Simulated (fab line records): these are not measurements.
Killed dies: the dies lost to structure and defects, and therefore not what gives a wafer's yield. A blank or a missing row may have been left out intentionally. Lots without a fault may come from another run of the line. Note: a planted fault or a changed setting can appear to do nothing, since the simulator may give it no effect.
What tool caused it? || flow n5Finfet || 9 lots with 25 wafers sampled at 4 steps, on a route of 1938 steps

WHAT THE GAUGES SHOWED, per wafer
N5_SD_EPI_N_EPI_MEAS_23.
{"lot": "L985", "measured": "day 3 15:12", "on": "filmMetro-02", "thkNm (nm)": "57.9 56.6 56.8"}
{"lot": "L988", "measured": "day 4 07:33", "on": "filmMetro-02", "thkNm (nm)": "58.6 58.1 59.0"}
{"lot": "L990", "measured": "day 4 17:07", "on": "filmMetro-01", "thkNm (nm)": "56.6 57.4 58.6"}
{"lot": "L991", "measured": "day 4 22:00", "on": "filmMetro-01", "thkNm (nm)": "58.5 58.7 58.2"}
{"lot": "L999", "measured": "day 6 23:53", "on": "filmMetro-01", "thkNm (nm)": "65.5 59.6"}
{"lot": "L100", "measured": "day 7 08:10", "on": "filmMetro-01", "thkNm (nm)": "59.4 58.6"}
{"lot": "L101", "measured": "day 7 13:28", "on": "filmMetro-02", "thkNm (nm)": "59.6 57.3 57.0"}
{"lot": "L102", "measured": "day 7 17:35", "on": "filmMetro-01", "thkNm (nm)": "59.8 59.6 58.6"}
{"lot": "L103", "measured": "day 7 23:32", "on": "filmMetro-02", "thkNm (nm)": "56.8 59.3 60.3"}

WHAT TOOL EACH LOT RAN ON (gives the tool, then ch and the chambers of the sampled wafers, and finally the start)
{"lot": "L985", "N5_DUMMY_GATE_STRIP_48": "rieDiel-01 ch 0,1,2, day 3 09:42", "N5_SD_EPI_N_ETCHBACK_44": "rieDiel-04 ch 0,1,3, day 3 11:28", "N5_SD_EPI_N_EPI_21": "epiRpcvd-02 ch 0, day 3 12:55"}
{"lot": "L988", "N5_DUMMY_GATE_STRIP_48": "rieDiel-02 ch 0,2, day 4 01:26", "N5_SD_EPI_N_ETCHBACK_44": "rieDiel-03 ch 1,2,3, day 4 03:01", "N5_SD_EPI_N_EPI_21": "epiRpcvd-01 ch 0, day 4 04:32"}
{"lot": "L990", "N5_DUMMY_GATE_STRIP_48": "rieDiel-05 ch 1,2,3, day 4 12:09", "N5_SD_EPI_N_ETCHBACK_44": "rieDiel-03 ch 0,1,2, day 4 14:07", "N5_SD_EPI_N_EPI_21": "epiRpcvd-01 ch 0, day 4 15:24"}
{"lot": "L991", "N5_DUMMY_GATE_STRIP_48": "rieDiel-01 ch 1,2,3, day 4 17:19", "N5_SD_EPI_N_ETCHBACK_44": "rieDiel-06 ch 0,2, day 4 19:01", "N5_SD_EPI_N_EPI_21": "epiRpcvd-01 ch 0, day 4 20:17"}
{"lot": "L999", "N5_DUMMY_GATE_STRIP_48": "rieDiel-05 ch 0,3, day 6 17:55", "N5_SD_EPI_N_ETCHBACK_44": "rieDiel-03 ch 1,3, day 6 20:08", "N5_SD_EPI_N_EPI_21": "epiRpcvd-02 ch 0, day 6 21:58"}
{"lot": "L100", "N5_DUMMY_GATE_STRIP_48": "rieDiel-01 ch 1, day 7 00:04", "N5_SD_EPI_N_ETCHBACK_44": "rieDiel-03 ch 0,1, day 7 02:01", "N5_SD_EPI_N_EPI_21": "epiRpcvd-04 ch 0, day 7 04:07"}
{"lot": "L101", "N5_DUMMY_GATE_STRIP_48": "rieDiel-05 ch 0,1,2, day 7 08:11", "N5_SD_EPI_N_ETCHBACK_44": "rieDiel-03 ch 0,3, day 7 09:52", "N5_SD_EPI_N_EPI_21": "epiRpcvd-01 ch 0, day 7 11:11"}
{"lot": "L102", "N5_DUMMY_GATE_STRIP_48": "rieDiel-01 ch 1,2,3, day 7 11:08", "N5_SD_EPI_N_ETCHBACK_44": "rieDiel-03 ch 0,1, day 7 12:52", "N5_SD_EPI_N_EPI_21": "epiRpcvd-04 ch 0, day 7 15:02"}
{"lot": "L103", "N5_DUMMY_GATE_STRIP_48": "rieDiel-02 ch 0,1,2, day 7 18:59", "N5_SD_EPI_N_ETCHBACK_44": "rieDiel-06 ch 0,1, day 7 20:33", "N5_SD_EPI_N_EPI_21": "epiRpcvd-01 ch 0, day 7 21:49"}
- N5_DUMMY_GATE_STRIP_48: strips in N2/H2, time 20 s.
- N5_SD_EPI_N_ETCHBACK_44: etches SiNx in CH3F/O2, stops on SiO2, target depth 14.5 nm.
- N5_SD_EPI_N_EPI_21: deposits Si:P, time 690 s.

THE ANSWER, worked out from the rows above alone
Rule: the lots themselves supply what counts as usual. Put in order of their means at a reading, lots are off if they are a third of the lots or fewer, leave a main group of 4 or more, and stand apart from it by a gap of 3 or more times the standard deviation of the main group's means; of several such gaps the widest counts. Not used: any main group whose means are identical at the precision the tables above print for the reading. A lot without any number at a reading at which 4 lots or more have one is off too. Where the step has rows for the other lots, those lots are counted as sound.
Off: L999, at N5_SD_EPI_N_EPI_MEAS_23 (thkNm). The main group has a mean of 58.3 nm with a standard deviation of 0.71.
If a tool, at a process step before that reading, ran all the lots that are off and no sound lot after the first of them, it fits. The gauges at N5_SD_EPI_N_EPI_MEAS_23 are tried like those tools. One fits: N5_SD_EPI_N_EPI_21 on epiRpcvd-02. A fault onset in the window from L985 (day 3 12:55, its last sound lot) to L999 (day 6 21:58, its first lot off) fits.

WHAT HAD BEEN PUT IN BY THE SIMULATOR
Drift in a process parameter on epiRpcvd-02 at N5_SD_EPI_N_EPI_21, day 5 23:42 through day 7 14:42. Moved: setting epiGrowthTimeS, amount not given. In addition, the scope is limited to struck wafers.
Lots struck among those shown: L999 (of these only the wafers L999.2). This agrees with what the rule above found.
